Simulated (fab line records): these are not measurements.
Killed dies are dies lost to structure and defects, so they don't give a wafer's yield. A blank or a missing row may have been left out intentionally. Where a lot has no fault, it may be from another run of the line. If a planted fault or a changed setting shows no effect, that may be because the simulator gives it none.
Chamber matching / flow nand harc / 4 sister chambers for NHARC_A_STAIRCASE_ETCHBACK_157 on rie diel-10
The step etches the open film in CH3F/O2, target depth 90 nm, time 167.14 s. 20 wafers are shown with their chamber, then 10 later ones without.

== WAFERS WITH THEIR CHAMBER ==
wafer=L346.4; chamber=2; showerhead plenum p Torr (Torr)=2.53; drypump motor current A (A)=6.4; rf vpp V (V)=244.4
wafer=L346.5; chamber=1; showerhead plenum p Torr (Torr)=2.64; drypump motor current A (A)=5.7; rf vpp V (V)=246.8
wafer=L346.6; chamber=2; showerhead plenum p Torr (Torr)=2.53; drypump motor current A (A)=6.4; rf vpp V (V)=244.3
wafer=L348.3; chamber=3; showerhead plenum p Torr (Torr)=2.27; drypump motor current A (A)=5.9; rf vpp V (V)=240.5
wafer=L348.5; chamber=0; showerhead plenum p Torr (Torr)=2.58; drypump motor current A (A)=6.2; rf vpp V (V)=246.3
wafer=L348.6; chamber=3; showerhead plenum p Torr (Torr)=2.27; drypump motor current A (A)=5.9; rf vpp V (V)=242.6
wafer=L353.1; chamber=2; showerhead plenum p Torr (Torr)=2.53; drypump motor current A (A)=6.4; rf vpp V (V)=244.2
wafer=L353.2; chamber=3; showerhead plenum p Torr (Torr)=2.27; drypump motor current A (A)=5.9; rf vpp V (V)=242.0
wafer=L353.4; chamber=1; showerhead plenum p Torr (Torr)=2.64; drypump motor current A (A)=5.7; rf vpp V (V)=247.8
wafer=L351.1; chamber=0; showerhead plenum p Torr (Torr)=2.58; drypump motor current A (A)=6.2; rf vpp V (V)=246.3
wafer=L351.2; chamber=2; showerhead plenum p Torr (Torr)=2.53; drypump motor current A (A)=6.4; rf vpp V (V)=246.8
wafer=L351.6; chamber=0; showerhead plenum p Torr (Torr)=2.58; drypump motor current A (A)=6.2; rf vpp V (V)=245.2
wafer=L357.2; chamber=1; showerhead plenum p Torr (Torr)=2.63; drypump motor current A (A)=5.7; rf vpp V (V)=247.7
wafer=L357.4; chamber=0; showerhead plenum p Torr (Torr)=2.58; drypump motor current A (A)=6.2; rf vpp V (V)=245.9
wafer=L357.6; chamber=2; showerhead plenum p Torr (Torr)=2.52; drypump motor current A (A)=6.3; rf vpp V (V)=247.4
wafer=L355.4; chamber=0; showerhead plenum p Torr (Torr)=2.58; drypump motor current A (A)=6.2; rf vpp V (V)=247.2
wafer=L355.5; chamber=1; showerhead plenum p Torr (Torr)=2.63; drypump motor current A (A)=5.7; rf vpp V (V)=248.0
wafer=L355.6; chamber=2; showerhead plenum p Torr (Torr)=2.52; drypump motor current A (A)=6.4; rf vpp V (V)=245.0
wafer=L361.4; chamber=2; showerhead plenum p Torr (Torr)=2.52; drypump motor current A (A)=6.4; rf vpp V (V)=245.4
wafer=L361.5; chamber=0; showerhead plenum p Torr (Torr)=2.57; drypump motor current A (A)=6.2; rf vpp V (V)=246.0

SIGNATURES, as means of the wafers listed above
reading=showerhead plenum p Torr; chamber 0=2.5783; chamber 1=2.6350; chamber 2=2.5257; chamber 3=2.2700; scatter within a chamber=0.00471
reading=drypump motor current A; chamber 0=6.200; chamber 1=5.700; chamber 2=6.386; chamber 3=5.900; scatter within a chamber=0.0231
reading=rf vpp V; chamber 0=246.150; chamber 1=247.575; chamber 2=245.357; chamber 3=241.700; scatter within a chamber=0.971
Rule: a wafer's distance from a chamber is the root of the sum, over the readings, of the square of ((its reading less the chamber's mean) divided by the reading's scatter). The wafer belongs to the nearest chamber; if the next one is less than 2 further off, it can't be placed. The scatter: the root of (the sum of the squares of (reading less its chamber's mean) over the shown wafers, divided by (wafers less chambers)).

== WAFERS WHOSE CHAMBER IS MISSING ==
wafer=L361.6; showerhead plenum p Torr (Torr)=2.66; drypump motor current A (A)=5.9; rf vpp V (V)=246.7
wafer=L364.1; showerhead plenum p Torr (Torr)=2.52; drypump motor current A (A)=6.4; rf vpp V (V)=245.0
wafer=L364.2; showerhead plenum p Torr (Torr)=2.65; drypump motor current A (A)=5.9; rf vpp V (V)=246.3
wafer=L364.5; showerhead plenum p Torr (Torr)=2.52; drypump motor current A (A)=6.4; rf vpp V (V)=245.8
wafer=L365.1; showerhead plenum p Torr (Torr)=2.65; drypump motor current A (A)=5.9; rf vpp V (V)=247.7
wafer=L365.3; showerhead plenum p Torr (Torr)=2.57; drypump motor current A (A)=6.2; rf vpp V (V)=244.9
wafer=L365.4; showerhead plenum p Torr (Torr)=2.52; drypump motor current A (A)=6.4; rf vpp V (V)=244.5
wafer=L369.1; showerhead plenum p Torr (Torr)=2.51; drypump motor current A (A)=6.4; rf vpp V (V)=245.3
wafer=L369.2; showerhead plenum p Torr (Torr)=2.65; drypump motor current A (A)=6.0; rf vpp V (V)=247.1
wafer=L369.4; showerhead plenum p Torr (Torr)=2.62; drypump motor current A (A)=5.7; rf vpp V (V)=246.2

== WHICH CHAMBER EACH WENT THROUGH ==
wafer=L361.6; from the rows above=1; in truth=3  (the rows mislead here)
wafer=L364.1; from the rows above=2; in truth=2
wafer=L364.2; from the rows above=1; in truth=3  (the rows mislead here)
wafer=L364.5; from the rows above=2; in truth=2
wafer=L365.1; from the rows above=1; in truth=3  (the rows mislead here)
wafer=L365.3; from the rows above=0; in truth=0
wafer=L365.4; from the rows above=2; in truth=2
wafer=L369.1; from the rows above=2; in truth=2
wafer=L369.2; from the rows above=1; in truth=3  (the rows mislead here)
wafer=L369.4; from the rows above=1; in truth=1
Correctly placed: 6 of 10. Can't be placed from these rows: 0. Number placed wrongly: 4.
